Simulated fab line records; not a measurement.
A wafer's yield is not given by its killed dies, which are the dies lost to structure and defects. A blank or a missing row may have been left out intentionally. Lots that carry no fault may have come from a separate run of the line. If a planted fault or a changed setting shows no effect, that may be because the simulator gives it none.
Split-lot trial || flow n5_finfet || 39 wafers read across 7 lots, on a route 1938 steps long

## ABOUT THE SPLIT
At N5_BEOL_M7_ILD_DEP_00 (deposits SiCOH lowk from DEMS/porogen, target thk 179.75 nm, time 33.4 s), the setting time_s was moved away from the recipe's 33.4 s on 15 of the 39 wafers read, by -26.7% to +28.0%. All remaining wafers had this setting at the recipe value.

## FROM SPLIT TO READING: 1 step shown by the file between the two
- N5_BEOL_M7_CURE_74: cures SiCOH lowk, time 240 s

## THE READING
M7_ILD_THK at N5_BEOL_M7_THK_MEAS_01, in nm. On this fab line, fault-free wafers typically give 155.3 nm with a standard deviation of 2.2 nm.

{"wafer": "L075.1", "tool, chamber at the split": "pecvd-02, 0", "time_s as run, s": 33.4, "against the recipe": "recipe", "M7_ILD_THK, nm": 153.9, "against lot-mates on the recipe": "-"}
{"wafer": "L075.2", "tool, chamber at the split": "pecvd-02, 1", "time_s as run, s": 27.93, "against the recipe": "-16.4%", "M7_ILD_THK, nm": 131.5, "against lot-mates on the recipe": -23.1}
{"wafer": "L075.3", "tool, chamber at the split": "pecvd-02, 2", "time_s as run, s": 33.4, "against the recipe": "recipe", "M7_ILD_THK, nm": 153.4, "against lot-mates on the recipe": "-"}
{"wafer": "L075.4", "tool, chamber at the split": "pecvd-02, 2", "time_s as run, s": 33.4, "against the recipe": "recipe", "M7_ILD_THK, nm": 156.5, "against lot-mates on the recipe": "-"}
{"wafer": "L075.5", "tool, chamber at the split": "pecvd-02, 0", "time_s as run, s": 27.93, "against the recipe": "-16.4%", "M7_ILD_THK, nm": 129.5, "against lot-mates on the recipe": -25.1}
{"wafer": "L075.6", "tool, chamber at the split": "pecvd-02, 1", "time_s as run, s": 27.93, "against the recipe": "-16.4%", "M7_ILD_THK, nm": 133.9, "against lot-mates on the recipe": -20.7}
{"wafer": "L077.1", "tool, chamber at the split": "pecvd-04, 2", "time_s as run, s": 42.74, "against the recipe": "+28.0%", "M7_ILD_THK, nm": 197.8, "against lot-mates on the recipe": "+43.1"}
{"wafer": "L077.2", "tool, chamber at the split": "pecvd-04, 1", "time_s as run, s": 42.74, "against the recipe": "+28.0%", "M7_ILD_THK, nm": 194.9, "against lot-mates on the recipe": "+40.2"}
{"wafer": "L077.3", "tool, chamber at the split": "pecvd-04, 0", "time_s as run, s": 33.4, "against the recipe": "recipe", "M7_ILD_THK, nm": 150.1, "against lot-mates on the recipe": "-"}
{"wafer": "L077.4", "tool, chamber at the split": "pecvd-04, 0", "time_s as run, s": 42.74, "against the recipe": "+28.0%", "M7_ILD_THK, nm": 198.4, "against lot-mates on the recipe": "+43.7"}
{"wafer": "L077.5", "tool, chamber at the split": "pecvd-04, 2", "time_s as run, s": 33.4, "against the recipe": "recipe", "M7_ILD_THK, nm": 159.2, "against lot-mates on the recipe": "-"}
{"wafer": "L077.6", "tool, chamber at the split": "pecvd-04, 1", "time_s as run, s": 33.4, "against the recipe": "recipe", "M7_ILD_THK, nm": 154.9, "against lot-mates on the recipe": "-"}
{"wafer": "L080.1", "tool, chamber at the split": "pecvd-02, 0", "time_s as run, s": 33.4, "against the recipe": "recipe", "M7_ILD_THK, nm": 153.4, "against lot-mates on the recipe": "-"}
{"wafer": "L080.2", "tool, chamber at the split": "pecvd-02, 2", "time_s as run, s": 33.4, "against the recipe": "recipe", "M7_ILD_THK, nm": 153.7, "against lot-mates on the recipe": "-"}
{"wafer": "L080.3", "tool, chamber at the split": "pecvd-02, 0", "time_s as run, s": 25.25, "against the recipe": "-24.4%", "M7_ILD_THK, nm": 118.2, "against lot-mates on the recipe": -36.0}
{"wafer": "L080.4", "tool, chamber at the split": "pecvd-02, 2", "time_s as run, s": 25.25, "against the recipe": "-24.4%", "M7_ILD_THK, nm": 118.1, "against lot-mates on the recipe": -36.1}
{"wafer": "L080.5", "tool, chamber at the split": "pecvd-02, 0", "time_s as run, s": 33.4, "against the recipe": "recipe", "M7_ILD_THK, nm": 155.5, "against lot-mates on the recipe": "-"}
{"wafer": "L080.6", "tool, chamber at the split": "pecvd-02, 2", "time_s as run, s": 25.25, "against the recipe": "-24.4%", "M7_ILD_THK, nm": 117.6, "against lot-mates on the recipe": -36.6}
{"wafer": "L079.1", "tool, chamber at the split": "pecvd-04, 1", "time_s as run, s": 33.4, "against the recipe": "recipe", "M7_ILD_THK, nm": 153.9, "against lot-mates on the recipe": "-"}
{"wafer": "L079.3", "tool, chamber at the split": "pecvd-04, 0", "time_s as run, s": 33.4, "against the recipe": "recipe", "M7_ILD_THK, nm": 151.5, "against lot-mates on the recipe": "-"}
{"wafer": "L079.4", "tool, chamber at the split": "pecvd-04, 2", "time_s as run, s": 33.4, "against the recipe": "recipe", "M7_ILD_THK, nm": 158.9, "against lot-mates on the recipe": "-"}
{"wafer": "L087.1", "tool, chamber at the split": "pecvd-04, 0,1", "time_s as run, s": 42.5, "against the recipe": "+27.2%", "M7_ILD_THK, nm": 194.2, "against lot-mates on the recipe": "+37.3"}
{"wafer": "L087.2", "tool, chamber at the split": "pecvd-04, 2", "time_s as run, s": 33.4, "against the recipe": "recipe", "M7_ILD_THK, nm": 159.3, "against lot-mates on the recipe": "-"}
{"wafer": "L087.3", "tool, chamber at the split": "pecvd-04, 0,1", "time_s as run, s": 42.5, "against the recipe": "+27.2%", "M7_ILD_THK, nm": 194.4, "against lot-mates on the recipe": "+37.5"}
{"wafer": "L087.4", "tool, chamber at the split": "pecvd-04, 1", "time_s as run, s": 33.4, "against the recipe": "recipe", "M7_ILD_THK, nm": 156.1, "against lot-mates on the recipe": "-"}
{"wafer": "L087.5", "tool, chamber at the split": "pecvd-04, 0", "time_s as run, s": 33.4, "against the recipe": "recipe", "M7_ILD_THK, nm": 155.2, "against lot-mates on the recipe": "-"}
{"wafer": "L087.6", "tool, chamber at the split": "pecvd-04, 2", "time_s as run, s": 42.5, "against the recipe": "+27.2%", "M7_ILD_THK, nm": 201.9, "against lot-mates on the recipe": "+45.0"}
{"wafer": "L088.1", "tool, chamber at the split": "pecvd-02, 2", "time_s as run, s": 24.48, "against the recipe": "-26.7%", "M7_ILD_THK, nm": 111.4, "against lot-mates on the recipe": -44.3}
{"wafer": "L088.2", "tool, chamber at the split": "pecvd-02, 0", "time_s as run, s": 33.4, "against the recipe": "recipe", "M7_ILD_THK, nm": 154.4, "against lot-mates on the recipe": "-"}
{"wafer": "L088.3", "tool, chamber at the split": "pecvd-02, 1", "time_s as run, s": 24.48, "against the recipe": "-26.7%", "M7_ILD_THK, nm": 112.9, "against lot-mates on the recipe": -42.8}
{"wafer": "L088.4", "tool, chamber at the split": "pecvd-02, 1", "time_s as run, s": 24.48, "against the recipe": "-26.7%", "M7_ILD_THK, nm": 114.9, "against lot-mates on the recipe": -40.8}
{"wafer": "L088.5", "tool, chamber at the split": "pecvd-02, 2", "time_s as run, s": 33.4, "against the recipe": "recipe", "M7_ILD_THK, nm": 156.0, "against lot-mates on the recipe": "-"}
{"wafer": "L088.6", "tool, chamber at the split": "pecvd-02, 0", "time_s as run, s": 33.4, "against the recipe": "recipe", "M7_ILD_THK, nm": 156.7, "against lot-mates on the recipe": "-"}
{"wafer": "L094.1", "tool, chamber at the split": "pecvd-02, 2", "time_s as run, s": 33.4, "against the recipe": "recipe", "M7_ILD_THK, nm": 152.6, "against lot-mates on the recipe": "-"}
{"wafer": "L094.2", "tool, chamber at the split": "pecvd-02, 0", "time_s as run, s": 33.4, "against the recipe": "recipe", "M7_ILD_THK, nm": 154.1, "against lot-mates on the recipe": "-"}
{"wafer": "L094.3", "tool, chamber at the split": "pecvd-02, 1", "time_s as run, s": 33.4, "against the recipe": "recipe", "M7_ILD_THK, nm": 151.8, "against lot-mates on the recipe": "-"}
{"wafer": "L094.4", "tool, chamber at the split": "pecvd-02, 1", "time_s as run, s": 33.4, "against the recipe": "recipe", "M7_ILD_THK, nm": 153.7, "against lot-mates on the recipe": "-"}
{"wafer": "L094.5", "tool, chamber at the split": "pecvd-02, 2", "time_s as run, s": 33.4, "against the recipe": "recipe", "M7_ILD_THK, nm": 155.6, "against lot-mates on the recipe": "-"}
{"wafer": "L094.6", "tool, chamber at the split": "pecvd-02, 0", "time_s as run, s": 33.4, "against the recipe": "recipe", "M7_ILD_THK, nm": 156.5, "against lot-mates on the recipe": "-"}
The file does not say which wafer passed through which chamber wherever a row lists several chambers: such a row stands for several wafers.

FIT RESULTS
A straight line over all 39 wafers: M7_ILD_THK changes by +1.52 nm for each +1% of time_s; r = +1.00; the points scatter about the line by 2.3 nm.
The same after taking each lot's own level away (the mean of its wafers on the recipe; 39 wafers): +1.51 nm for each +1%; r = +1.00; scatter 2.3 nm.
That fit puts the effect of the largest move of time_s on the reading at 42 nm.
The span of the lots' own levels, 154.05 to 156.87 nm, comes to 1.3 times the standard deviation stated above.
Consequently the slope shifts little with the lot-to-lot level, the two slopes agreeing.
Check: +41.9 nm against its lot-mates is what the line predicts for one of the wafers moved furthest among these (+28.0%) when that wafer is left out of the fit. It came out at +43.1 nm against them.

## FURTHER SPLITS ON THESE WAFERS
Before the reading, these wafers also passed through other splits. Each is held against what the fit with the lots' levels taken away leaves over:
{"other split on the same wafers": "N5_DUMMY_GATE_ETCH_32 time_s", "wafers away from the commonest value": 12, "r with M7_ILD_THK (lot level and that fit taken away)": -0.34}
{"other split on the same wafers": "N5_SDB_ETCH_25 time_s", "wafers away from the commonest value": 12, "r with M7_ILD_THK (lot level and that fit taken away)": "+0.28"}
{"other split on the same wafers": "N5_BEOL_M0_SAQP_ILD_DEP_01 time_s", "wafers away from the commonest value": 15, "r with M7_ILD_THK (lot level and that fit taken away)": -0.07}
{"other split on the same wafers": "N5_BEOL_M0_CUTY_DESCUM_61 time_s", "wafers away from the commonest value": 6, "r with M7_ILD_THK (lot level and that fit taken away)": -0.22}
{"other split on the same wafers": "N5_BEOL_M2_DEP_57 time_s", "wafers away from the commonest value": 12, "r with M7_ILD_THK (lot level and that fit taken away)": -0.21}

## THE WHOLE CHAIN: every reading that the file lists as answering this split, in the file's order
{"step": "N5_BEOL_M7_ILD_DEP_00", "what it does": "deposits SiCOH lowk from DEMS/porogen, target thk 179.75 nm, time 33.4 s", "reading": "SiCOH_lowk_of_BEOL_M7_ILD_DEP_00.thk_nm (the simulator's own value, which no gauge read)", "change (the file's fit)": "+1.73 nm for each +1% of the setting", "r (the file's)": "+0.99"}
{"step": "N5_BEOL_M7_CURE_74", "what it does": "cures SiCOH lowk, time 240 s", "reading": "SiCOH_lowk_of_BEOL_M7_ILD_DEP_00.thk_nm (the simulator's own value, which no gauge read)", "change (the file's fit)": "+1.51 nm for each +1% of the setting", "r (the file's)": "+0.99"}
{"step": "N5_BEOL_M7_THK_MEAS_01", "what it does": "", "reading": "M7_ILD_THK", "change (the file's fit)": "+1.51 for each +1% of the setting", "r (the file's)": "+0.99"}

## THE FILE'S OWN FIT
M7_ILD_THK changes by +1.51 nm for each +1% of time_s, r = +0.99.
